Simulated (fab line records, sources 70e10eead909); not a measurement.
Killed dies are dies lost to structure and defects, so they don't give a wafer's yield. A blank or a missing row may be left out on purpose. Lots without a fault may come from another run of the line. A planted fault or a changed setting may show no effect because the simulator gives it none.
Chamber matching | flow nand_harc | NHARC_P_M2_PRE_CLEAN_32 on pecvd-02: 3 sister chambers
The step time 12 s. 14 wafers are shown with their chamber, then 7 later ones without.

WAFERS WITH THEIR CHAMBER
wafer  | chamber | heater_power_w (W) | rf_fwd_power_W (W)
L396.1 | 0       | 763                | 293.3
L396.2 | 2       | 609                | 291.5
L396.3 | 1       | 675                | 290.0
L400.2 | 2       | 573                | 291.3
L400.3 | 1       | 664                | 292.7
L400.5 | 1       | 689                | 292.8
L401.1 | 1       | 660                | 291.1
L401.3 | 2       | 658                | 293.4
L401.6 | 2       | 653                | 293.1
L403.1 | 2       | 623                | 293.7
L403.2 | 0       | 761                | 292.2
L403.6 | 1       | 692                | 293.8
L411.1 | 0       | 755                | 292.4
L411.4 | 0       | 743                | 292.7

SIGNATURES (means of the wafers above)
reading        | chamber 0 | chamber 1 | chamber 2 | scatter within a chamber
heater_power_w | 755.50    | 676.00    | 623.20    | 23.1
rf_fwd_power_W | 292.650   | 292.080   | 292.600   | 1.16
Rule: a wafer's distance from a chamber is the root of the sum, over the readings, of the square of ((its reading less the chamber's mean) divided by the reading's scatter). The wafer belongs to the nearest chamber; if the next one is less than 2 further off, it can't be placed. The scatter: the root of (the sum of the squares of (reading less its chamber's mean) over the shown wafers, divided by (wafers less chambers)).

WAFERS WITHOUT THEIR CHAMBER
wafer  | heater_power_w (W) | rf_fwd_power_W (W)
L411.5 | 649                | 291.4
L413.1 | 679                | 292.6
L413.4 | 663                | 294.0
L413.5 | 701                | 292.4
L418.3 | 696                | 292.9
L418.4 | 665                | 292.9
L418.6 | 670                | 293.3

WHICH CHAMBER EACH WENT THROUGH
wafer  | from the rows above     | in truth
L411.5 | can't be placed: 1 or 2 | 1
L413.1 | can't be placed: 1 or 2 | 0
L413.4 | can't be placed: 1 or 2 | 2
L413.5 | can't be placed: 1 or 0 | 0
L418.3 | can't be placed: 1 or 0 | 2
L418.4 | can't be placed: 1 or 2 | 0
L418.6 | can't be placed: 1 or 2 | 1
Placed correctly: 0 of 7. Can't be placed from these rows: 7 (the true chamber is among the candidates in 4). Placed wrongly: 0.
